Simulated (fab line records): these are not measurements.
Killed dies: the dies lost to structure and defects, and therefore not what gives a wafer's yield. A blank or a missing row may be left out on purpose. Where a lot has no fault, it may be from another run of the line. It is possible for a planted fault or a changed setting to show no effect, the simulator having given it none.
Which tool did it? || flow n5Finfet || 9 lots, 27 wafers sampled, at 5 steps of a route of 1938

## WHAT EACH GAUGE READ, for each wafer
N5_FIN_CUT_CD_MEAS_08 targets a cd of 29.1 nm. Usual: cdNm at 29.10 nm, with a standard deviation of 0.22.
{"lot": "L158", "measured": "day 2 06:10", "on": "cdSem-02", "cdNm (nm)": "29.58 29.17 29.29", "flag": ""}
{"lot": "L164", "measured": "day 3 16:15", "on": "cdSem-02", "cdNm (nm)": "29.16 29.04 28.97", "flag": ""}
{"lot": "L165", "measured": "day 3 21:06", "on": "cdSem-03", "cdNm (nm)": "29.43 28.67 29.46", "flag": ""}
{"lot": "L167", "measured": "day 4 10:34", "on": "cdSem-01", "cdNm (nm)": "29.27 28.88 29.73", "flag": ""}
{"lot": "L170", "measured": "day 5 07:44", "on": "cdSem-01", "cdNm (nm)": "28.92 29.28 29.15", "flag": ""}
{"lot": "L171", "measured": "day 5 11:14", "on": "cdSem-03", "cdNm (nm)": "29.54 28.84 29.03", "flag": ""}
{"lot": "L176", "measured": "day 6 15:06", "on": "cdSem-03", "cdNm (nm)": "28.90 28.99 29.30", "flag": ""}
{"lot": "L178", "measured": "day 7 03:34", "on": "cdSem-01", "cdNm (nm)": "29.28 29.16 29.51", "flag": ""}
{"lot": "L180", "measured": "day 7 15:48", "on": "cdSem-02", "cdNm (nm)": "29.21 28.95 29.12", "flag": ""}

N5_BEOL_M4_RC_MEAS_101. Usual: DIBL_N 35.9 mV/V, standard deviation 1.4; DIBL_P 35.9 mV/V, standard deviation 1.7; IOFF_N 0.155 nA/um, standard deviation 0.023; IOFF_P 0.201 nA/um, standard deviation 0.029; ION_N 672 uA/um, standard deviation 8.8; ION_P 460 uA/um, standard deviation 7; SS_N 71.6 mV/dec, standard deviation 0.48; SS_P 73.1 mV/dec, standard deviation 0.64; VT_N 250.0 mV, standard deviation 3; VT_P -251.6 mV, standard deviation 3.
{"lot": "L158", "measured": "day 8 02:14", "on": "prober-02", "DIBL_N (mV/V)": "34.6 38.2 37.1", "DIBL_P (mV/V)": "35.1 38.6 37.4", "IOFF_N (nA/um)": "0.131 0.191 0.174", "IOFF_P (nA/um)": "0.195 0.252 0.229", "ION_N (uA/um)": "667 680 672", "ION_P (uA/um)": "460 464 459", "SS_N (mV/dec)": "71.7 72.2 71.7", "SS_P (mV/dec)": "73.3 74.6 74.0", "VT_N (mV)": "250.4 245.9 247.3", "VT_P (mV)": "-252.1 -250.6 -249.8", "flag": ""}
{"lot": "L164", "measured": "day 9 10:04", "on": "prober-01", "DIBL_N (mV/V)": "34.1 35.3 36.0", "DIBL_P (mV/V)": "35.0 36.8 37.7", "IOFF_N (nA/um)": "0.128 0.150 0.161", "IOFF_P (nA/um)": "0.162 0.179 0.186", "ION_N (uA/um)": "660 674 676", "ION_P (uA/um)": "452 457 460", "SS_N (mV/dec)": "71.6 71.1 72.0", "SS_P (mV/dec)": "72.4 73.4 73.6", "VT_N (mV)": "252.3 249.7 251.4", "VT_P (mV)": "-254.1 -254.3 -253.0", "flag": ""}
{"lot": "L165", "measured": "day 10 00:45", "on": "prober-02", "DIBL_N (mV/V)": "33.8 35.1 34.4", "DIBL_P (mV/V)": "33.6 34.5 34.1", "IOFF_N (nA/um)": "0.126 0.141 0.131", "IOFF_P (nA/um)": "0.147 0.155 0.148", "ION_N (uA/um)": "669 669 665", "ION_P (uA/um)": "453 443 448", "SS_N (mV/dec)": "70.9 71.8 70.8", "SS_P (mV/dec)": "72.7 72.7 72.1", "VT_N (mV)": "251.1 251.5 252.5", "VT_P (mV)": "-256.9 -256.8 -256.1", "flag": ""}
{"lot": "L167", "measured": "day 10 18:28", "on": "prober-02", "DIBL_N (mV/V)": "33.1 35.3 33.2", "DIBL_P (mV/V)": "31.8 34.6 32.0", "IOFF_N (nA/um)": "0.114 0.157 0.117", "IOFF_P (nA/um)": "0.162 0.205 0.164", "ION_N (uA/um)": "657 674 674", "ION_P (uA/um)": "454 459 458", "SS_N (mV/dec)": "71.0 71.5 69.9", "SS_P (mV/dec)": "72.5 73.1 71.5", "VT_N (mV)": "251.4 247.7 253.3", "VT_P (mV)": "-253.1 -252.2 -252.7", "flag": ""}
{"lot": "L170", "measured": "day 11 05:29", "on": "prober-02", "DIBL_N (mV/V)": "36.2 35.2 37.1", "DIBL_P (mV/V)": "34.6 33.5 35.2", "IOFF_N (nA/um)": "0.138 0.123 0.146", "IOFF_P (nA/um)": "0.180 0.166 0.188", "ION_N (uA/um)": "671 666 672", "ION_P (uA/um)": "461 453 462", "SS_N (mV/dec)": "70.9 70.5 71.4", "SS_P (mV/dec)": "72.2 72.1 72.7", "VT_N (mV)": "249.2 253.1 251.4", "VT_P (mV)": "-253.5 -256.0 -252.9", "flag": ""}
{"lot": "L171", "measured": "day 11 08:53", "on": "prober-02", "DIBL_N (mV/V)": "36.8 36.6 38.6", "DIBL_P (mV/V)": "35.0 35.1 36.8", "IOFF_N (nA/um)": "0.145 0.154 0.183", "IOFF_P (nA/um)": "0.215 0.227 0.245", "ION_N (uA/um)": "666 675 684", "ION_P (uA/um)": "462 469 464", "SS_N (mV/dec)": "71.4 71.7 71.6", "SS_P (mV/dec)": "72.6 73.5 74.0", "VT_N (mV)": "251.2 250.8 248.2", "VT_P (mV)": "-248.6 -249.7 -249.9", "flag": ""}
{"lot": "L176", "measured": "day 12 15:20", "on": "prober-02", "DIBL_N (mV/V)": "34.5 34.9 34.1", "DIBL_P (mV/V)": "34.7 35.5 34.6", "IOFF_N (nA/um)": "0.131 0.134 0.125", "IOFF_P (nA/um)": "0.146 0.149 0.140", "ION_N (uA/um)": "660 680 658", "ION_P (uA/um)": "448 456 445", "SS_N (mV/dec)": "71.4 71.4 71.2", "SS_P (mV/dec)": "72.9 73.7 72.8", "VT_N (mV)": "254.0 254.3 251.2", "VT_P (mV)": "-258.7 -256.1 -257.9", "flag": ""}
{"lot": "L178", "measured": "day 12 22:28", "on": "prober-02", "DIBL_N (mV/V)": "39.1 38.5 37.6", "DIBL_P (mV/V)": "39.8 39.4 38.0", "IOFF_N (nA/um)": "0.211 0.195 0.187", "IOFF_P (nA/um)": "0.260 0.250 0.231", "ION_N (uA/um)": "682 685 686", "ION_P (uA/um)": "462 464 469", "SS_N (mV/dec)": "72.3 72.4 71.8", "SS_P (mV/dec)": "74.4 73.7 73.0", "VT_N (mV)": "243.3 248.6 243.6", "VT_P (mV)": "-250.6 -249.5 -249.3", "flag": ""}
{"lot": "L180", "measured": "day 13 18:04", "on": "prober-01", "DIBL_N (mV/V)": "35.9 37.2 34.9", "DIBL_P (mV/V)": "35.7 35.9 34.2", "IOFF_N (nA/um)": "0.155 0.157 0.132", "IOFF_P (nA/um)": "0.183 0.196 0.171", "ION_N (uA/um)": "679 670 666", "ION_P (uA/um)": "461 454 451", "SS_N (mV/dec)": "71.4 71.7 70.5", "SS_P (mV/dec)": "72.8 73.5 73.4", "VT_N (mV)": "248.4 250.7 252.3", "VT_P (mV)": "-253.1 -252.3 -254.2", "flag": ""}

## WHAT TOOL EACH LOT RAN ON (gives the tool, then ch and the chambers of the sampled wafers, and finally the start)
{"lot": "L158", "N5_FIN_SAQP_RECESS_63": "vaporEtch-02 ch 0,1, day 2 03:49", "N5_FIN_SAQP_ETCH_34": "rieDiel-05 ch 0,2,3, day 2 05:17", "N5_FIN_CUT_COAT_19": "lithoTrack-01 ch 0, day 2 05:47"}
{"lot": "L164", "N5_FIN_SAQP_RECESS_63": "vaporEtch-01 ch 0,1, day 3 13:35", "N5_FIN_SAQP_ETCH_34": "rieDiel-06 ch 0,1, day 3 15:29", "N5_FIN_CUT_COAT_19": "lithoTrack-01 ch 0, day 3 15:59"}
{"lot": "L165", "N5_FIN_SAQP_RECESS_63": "vaporEtch-01 ch 0,1, day 3 18:39", "N5_FIN_SAQP_ETCH_34": "rieDiel-05 ch 0,2, day 3 20:11", "N5_FIN_CUT_COAT_19": "lithoTrack-01 ch 0, day 3 20:43"}
{"lot": "L167", "N5_FIN_SAQP_RECESS_63": "vaporEtch-02 ch 0,1, day 4 07:57", "N5_FIN_SAQP_ETCH_34": "rieDiel-05 ch 0,1, day 4 09:40", "N5_FIN_CUT_COAT_19": "lithoTrack-01 ch 0, day 4 10:10"}
{"lot": "L170", "N5_FIN_SAQP_RECESS_63": "vaporEtch-01 ch 0,1, day 5 02:29", "N5_FIN_SAQP_ETCH_34": "rieDiel-02 ch 0,2,3, day 5 06:58", "N5_FIN_CUT_COAT_19": "lithoTrack-01 ch 0, day 5 07:28"}
{"lot": "L171", "N5_FIN_SAQP_RECESS_63": "vaporEtch-02 ch 0,1, day 5 08:57", "N5_FIN_SAQP_ETCH_34": "rieDiel-02 ch 0,1,3, day 5 10:20", "N5_FIN_CUT_COAT_19": "lithoTrack-04 ch 0, day 5 10:50"}
{"lot": "L176", "N5_FIN_SAQP_RECESS_63": "vaporEtch-01 ch 0,1, day 6 12:46", "N5_FIN_SAQP_ETCH_34": "rieDiel-06 ch 2,3, day 6 14:10", "N5_FIN_CUT_COAT_19": "lithoTrack-04 ch 0, day 6 14:43"}
{"lot": "L178", "N5_FIN_SAQP_RECESS_63": "vaporEtch-01 ch 0,1, day 7 01:20", "N5_FIN_SAQP_ETCH_34": "rieDiel-06 ch 1,3, day 7 02:48", "N5_FIN_CUT_COAT_19": "lithoTrack-04 ch 0, day 7 03:18"}
{"lot": "L180", "N5_FIN_SAQP_RECESS_63": "vaporEtch-01 ch 0,1, day 7 13:38", "N5_FIN_SAQP_ETCH_34": "rieDiel-02 ch 0,2,3, day 7 15:02", "N5_FIN_CUT_COAT_19": "lithoTrack-04 ch 0, day 7 15:32"}
- N5_FIN_SAQP_RECESS_63: chemistry HF/NH3, target SiO2, target depth 18 nm, afs cycles 3, sublimation time 60 s.
- N5_FIN_SAQP_ETCH_34: etches SiO2 in C4F6/O2, target depth 45 nm, time 15 s.
- N5_FIN_CUT_COAT_19: time 60 s, resist thk 20 nm.

## WHAT THE TOOLS THEMSELVES READ (means of the sampled wafers that have a number; where no wafer has one, the mark that the record gives instead)
N5_FIN_SAQP_RECESS_63. Usual: drypumpMotorCurrentA 5.9 A, standard deviation 0.51; tempC 30.01 C, standard deviation 0.13.
{"lot": "L158", "tool": "vaporEtch-02", "drypumpMotorCurrentA (A)": 5.5, "tempC (C)": 29.81, "flag": ""}
{"lot": "L164", "tool": "vaporEtch-01", "drypumpMotorCurrentA (A)": 6.1, "tempC (C)": 29.84, "flag": ""}
{"lot": "L165", "tool": "vaporEtch-01", "drypumpMotorCurrentA (A)": 6.0, "tempC (C)": 29.98, "flag": ""}
{"lot": "L167", "tool": "vaporEtch-02", "drypumpMotorCurrentA (A)": 5.9, "tempC (C)": 29.92, "flag": ""}
{"lot": "L170", "tool": "vaporEtch-01", "drypumpMotorCurrentA (A)": 6.0, "tempC (C)": 29.97, "flag": ""}
{"lot": "L171", "tool": "vaporEtch-02", "drypumpMotorCurrentA (A)": 5.9, "tempC (C)": 29.96, "flag": ""}
{"lot": "L176", "tool": "vaporEtch-01", "drypumpMotorCurrentA (A)": 6.1, "tempC (C)": 30.01, "flag": ""}
{"lot": "L178", "tool": "vaporEtch-01", "drypumpMotorCurrentA (A)": 6.0, "tempC (C)": 30.08, "flag": ""}
{"lot": "L180", "tool": "vaporEtch-01", "drypumpMotorCurrentA (A)": 6.1, "tempC (C)": 30.08, "flag": ""}

N5_FIN_SAQP_ETCH_34. Usual: O2_flow_sccm 9.998 sccm, standard deviation 0.028; drypumpMotorCurrentA 5.7 A, standard deviation 0.46; etchRfOnTimeS 15.08 s, standard deviation 0.19; mfcArSccm 299.9 sccm, standard deviation 0.94; oes_ar_750_au 0.76 a.u., standard deviation 0.076; oesProductAu 0.64 a.u., standard deviation 0.069; rfVppV 670 V, standard deviation 7.8; showerheadPlenumPTorr 2.85 Torr, standard deviation 0.1; throttleValvePct 21.09 %, standard deviation 0.25.
{"lot": "L158", "tool": "rieDiel-05", "O2_flow_sccm (sccm)": 9.990, "drypumpMotorCurrentA (A)": 5.4, "etchRfOnTimeS (s)": 15.29, "mfcArSccm (sccm)": 299.4, "oes_ar_750_au (a.u.)": 0.71, "oesProductAu (a.u.)": 0.60, "rfVppV (V)": 665, "showerheadPlenumPTorr (Torr)": 2.82, "throttleValvePct (%)": 21.07, "flag": ""}
{"lot": "L164", "tool": "rieDiel-06", "O2_flow_sccm (sccm)": 9.966, "drypumpMotorCurrentA (A)": 5.9, "etchRfOnTimeS (s)": 14.99, "mfcArSccm (sccm)": 299.1, "oes_ar_750_au (a.u.)": 0.71, "oesProductAu (a.u.)": 0.60, "rfVppV (V)": 658, "showerheadPlenumPTorr (Torr)": 2.78, "throttleValvePct (%)": 21.41, "flag": ""}
{"lot": "L165", "tool": "rieDiel-05", "O2_flow_sccm (sccm)": 9.996, "drypumpMotorCurrentA (A)": 5.6, "etchRfOnTimeS (s)": 15.18, "mfcArSccm (sccm)": 300.5, "oes_ar_750_au (a.u.)": 0.68, "oesProductAu (a.u.)": 0.58, "rfVppV (V)": 662, "showerheadPlenumPTorr (Torr)": 2.73, "throttleValvePct (%)": 21.17, "flag": ""}
{"lot": "L167", "tool": "rieDiel-05", "O2_flow_sccm (sccm)": 9.991, "drypumpMotorCurrentA (A)": 5.7, "etchRfOnTimeS (s)": 15.15, "mfcArSccm (sccm)": 299.5, "oes_ar_750_au (a.u.)": 0.74, "oesProductAu (a.u.)": 0.63, "rfVppV (V)": 670, "showerheadPlenumPTorr (Torr)": 2.83, "throttleValvePct (%)": 21.09, "flag": ""}
{"lot": "L170", "tool": "rieDiel-02", "O2_flow_sccm (sccm)": 9.996, "drypumpMotorCurrentA (A)": 6.0, "etchRfOnTimeS (s)": 15.04, "mfcArSccm (sccm)": 300.6, "oes_ar_750_au (a.u.)": 0.74, "oesProductAu (a.u.)": 0.63, "rfVppV (V)": 673, "showerheadPlenumPTorr (Torr)": 2.87, "throttleValvePct (%)": 20.92, "flag": ""}
{"lot": "L171", "tool": "rieDiel-02", "O2_flow_sccm (sccm)": 9.995, "drypumpMotorCurrentA (A)": 6.3, "etchRfOnTimeS (s)": 14.99, "mfcArSccm (sccm)": 301.2, "oes_ar_750_au (a.u.)": 0.77, "oesProductAu (a.u.)": 0.66, "rfVppV (V)": 671, "showerheadPlenumPTorr (Torr)": 2.88, "throttleValvePct (%)": 20.84, "flag": ""}
{"lot": "L176", "tool": "rieDiel-06", "O2_flow_sccm (sccm)": 9.998, "drypumpMotorCurrentA (A)": 5.5, "etchRfOnTimeS (s)": 14.80, "mfcArSccm (sccm)": 299.9, "oes_ar_750_au (a.u.)": 0.85, "oesProductAu (a.u.)": 0.74, "rfVppV (V)": 674, "showerheadPlenumPTorr (Torr)": 2.92, "throttleValvePct (%)": 21.04, "flag": ""}
{"lot": "L178", "tool": "rieDiel-06", "O2_flow_sccm (sccm)": 10.000, "drypumpMotorCurrentA (A)": 5.8, "etchRfOnTimeS (s)": 14.90, "mfcArSccm (sccm)": 299.6, "oes_ar_750_au (a.u.)": 0.83, "oesProductAu (a.u.)": 0.71, "rfVppV (V)": 672, "showerheadPlenumPTorr (Torr)": 2.91, "throttleValvePct (%)": 21.15, "flag": ""}
{"lot": "L180", "tool": "rieDiel-02", "O2_flow_sccm (sccm)": 9.980, "drypumpMotorCurrentA (A)": 6.0, "etchRfOnTimeS (s)": 15.05, "mfcArSccm (sccm)": 300.3, "oes_ar_750_au (a.u.)": 0.72, "oesProductAu (a.u.)": 0.61, "rfVppV (V)": 673, "showerheadPlenumPTorr (Torr)": 2.86, "throttleValvePct (%)": 20.93, "flag": ""}

N5_FIN_CUT_COAT_19. Usual: dispensePressureKPa 49 kPa, standard deviation 4.3; heaterPowerTotalW 427.2 W, standard deviation 2.2; runLengthS 66.41 s, standard deviation 0.15; spinSpeedRpm 1499.9 rpm, standard deviation 1.1.
{"lot": "L158", "tool": "lithoTrack-01", "dispensePressureKPa (kPa)": 44, "heaterPowerTotalW (W)": 428.2, "runLengthS (s)": 66.42, "spinSpeedRpm (rpm)": 1501.2, "flag": ""}
{"lot": "L164", "tool": "lithoTrack-01", "dispensePressureKPa (kPa)": 43, "heaterPowerTotalW (W)": 428.4, "runLengthS (s)": 66.45, "spinSpeedRpm (rpm)": 1498.9, "flag": ""}
{"lot": "L165", "tool": "lithoTrack-01", "dispensePressureKPa (kPa)": 43, "heaterPowerTotalW (W)": 428.4, "runLengthS (s)": 66.36, "spinSpeedRpm (rpm)": 1500.1, "flag": ""}
{"lot": "L167", "tool": "lithoTrack-01", "dispensePressureKPa (kPa)": 43, "heaterPowerTotalW (W)": 465.3, "runLengthS (s)": 58.78, "spinSpeedRpm (rpm)": 1499.7, "flag": "OFF"}
{"lot": "L170", "tool": "lithoTrack-01", "dispensePressureKPa (kPa)": 43, "heaterPowerTotalW (W)": 466.1, "runLengthS (s)": 58.61, "spinSpeedRpm (rpm)": 1499.3, "flag": "OFF"}
{"lot": "L171", "tool": "lithoTrack-04", "dispensePressureKPa (kPa)": 50, "heaterPowerTotalW (W)": 424.7, "runLengthS (s)": 66.44, "spinSpeedRpm (rpm)": 1498.9, "flag": ""}
{"lot": "L176", "tool": "lithoTrack-04", "dispensePressureKPa (kPa)": 50, "heaterPowerTotalW (W)": 427.7, "runLengthS (s)": 66.57, "spinSpeedRpm (rpm)": 1500.7, "flag": ""}
{"lot": "L178", "tool": "lithoTrack-04", "dispensePressureKPa (kPa)": 50, "heaterPowerTotalW (W)": 429.2, "runLengthS (s)": 66.49, "spinSpeedRpm (rpm)": 1499.9, "flag": ""}
{"lot": "L180", "tool": "lithoTrack-04", "dispensePressureKPa (kPa)": 50, "heaterPowerTotalW (W)": 430.0, "runLengthS (s)": 66.40, "spinSpeedRpm (rpm)": 1500.4, "flag": ""}

## THE ANSWER, worked out from the rows above alone
Rule: lot off if the mean of its wafers having a number is beyond 3 standard deviations from the usual mean. Also off: a lot with no number at a reading for which 4 or more lots have one. Where the step has rows for the other lots, those lots are counted as sound. First the gauges in route order, then the tools' own readings, where a lot's mean is used as printed above. The first step at which some lot is off is used, and at that step the reading that is off furthest; a lot without a number counts as furthest.
Off, at N5_FIN_CUT_COAT_19 on runLengthS: L167, L170.
If a tool, at that step or one of the process steps before it, ran each lot that is off and ran no sound lot following the first of them, it fits. One fits: lithoTrack-01 at N5_FIN_CUT_COAT_19. Its last sound lot is L165 (day 3 20:43), its first lot that is off L167 (day 4 10:10): a fault that began between those two fits.
The tool's own readings at N5_FIN_CUT_COAT_19 bear it out: on the lots that are off they differ by more than 5 times the standard deviation of the sound lots' means. heaterPowerTotalW reads 465.7 W there against 428.1 W on the sound lots; runLengthS reads 58.70 s there against 66.45 s on the sound lots.

## WHAT WAS PUT IN BY THE SIMULATOR
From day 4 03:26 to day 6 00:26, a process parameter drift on lithoTrack-01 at N5_FIN_CUT_COAT_19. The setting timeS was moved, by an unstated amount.
Shown lots that were struck: L167, L170. Same finding as the rule above.
